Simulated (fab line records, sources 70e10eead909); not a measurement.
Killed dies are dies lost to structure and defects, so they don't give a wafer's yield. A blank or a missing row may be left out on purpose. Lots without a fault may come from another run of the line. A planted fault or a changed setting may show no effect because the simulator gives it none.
A struck lot beside a sound one | flow nand_harc | 15 steps out of a route of 1302
Sound: wafers L308.2, L308.4, L308.5. Struck: wafer L321.2. (L321.3 of the same lot was not struck and is left out.) The cause comes at the end.
At each step with rows: each side's tool, then ch and its chambers, then its first start. Under that, the readings that differ: sound wafers | struck wafers | difference of the means | sigmas: that difference in standard deviations of wafers without a fault.
alike: readings whose means differ by less than 2 such deviations, and words and numbers that are the same on both sides. not compared: withheld readings, readings that some wafer has no value for, bounds like >300 that may hide the same value, and numbers for which the record gives no deviation and whose values overlap.
The two part at a step that has a row with sigmas, a row that says differs or no value, or rows on one side only. Numbers that don't overlap but have no deviation are shown without sigmas and don't part them. A reading that every wafer of one side lacks parts them only if that side has two wafers or more.

NHARC_A_ONON_D2_THK_MEAS_08: measures by ellipsometry.
  sound on film_metro-02, day 14 04:01; struck on film_metro-01, day 19 10:21
  alike: thk_nm
then, 1 step without rows for these wafers: NHARC_A_ONON_D2_DEP_09 (target thk 1000 nm).
NHARC_A_ONON_D2_THK_MEAS_11: measures by ellipsometry.
  sound on film_metro-02, day 14 04:35; struck on film_metro-02, day 19 10:55
  alike: thk_nm
then, 1 step without rows for these wafers: NHARC_A_ONON_D2_DEP_12 (target thk 1000 nm).
NHARC_A_ONON_D2_THK_MEAS_14: measures by ellipsometry.
  sound on film_metro-01, day 14 05:10; struck on film_metro-01, day 19 11:35
  reading     | sound          | struck | difference | sigmas
  thk_nm (nm) | 1014 1016 1016 | 993    | -22        | -3
then, 2 steps without rows for these wafers: NHARC_A_ONON_D2_ANNEAL_15 (time 3600 s); NHARC_A_ONON_D2_DEP_16 (target thk 1000 nm).
NHARC_A_ONON_D2_THK_MEAS_18: measures by ellipsometry.
  sound on film_metro-02, day 14 12:34; struck on film_metro-02, day 19 18:59
  alike: thk_nm
then, 1 step without rows for these wafers: NHARC_A_ONON_D2_DEP_19 (target thk 1000 nm).
NHARC_A_ONON_D2_THK_MEAS_21: measures by ellipsometry.
  sound on film_metro-02, day 14 13:08; struck on film_metro-02, day 19 19:33
  alike: thk_nm
then, 1 step without rows for these wafers: NHARC_A_ONON_D2_DEP_22 (target thk 1000 nm).
NHARC_A_ONON_D2_THK_MEAS_24: measures by ellipsometry.
  sound on film_metro-02, day 14 13:42; struck on film_metro-01, day 19 20:07
  reading     | sound          | struck | difference | sigmas
  thk_nm (nm) | 1016 1019 1018 | 1001   | -17        | -2
NHARC_A_ONON_D2_DEP_25: target thk 1000 nm.
  sound on pecvd_onon-04 ch 0, day 14 13:49; struck on pecvd_onon-04 ch 0, day 19 20:14
  alike: sih4_flow_sccm, susceptor_temp_C
NHARC_A_ONON_D2_THK_MEAS_27: measures by ellipsometry.
  sound on film_metro-02, day 14 14:16; struck on film_metro-01, day 19 20:41
  reading     | sound          | struck | difference | sigmas
  thk_nm (nm) | 1003 1002 1002 | 656    | -346       | -44
then, 1 step without rows for these wafers: NHARC_A_ONON_D2_DEP_28 (target thk 1000 nm).

WHERE THEY PART
First at NHARC_A_ONON_D2_THK_MEAS_14; last, within this record, at NHARC_A_ONON_D2_THK_MEAS_27.

WHY: what the simulator had put in
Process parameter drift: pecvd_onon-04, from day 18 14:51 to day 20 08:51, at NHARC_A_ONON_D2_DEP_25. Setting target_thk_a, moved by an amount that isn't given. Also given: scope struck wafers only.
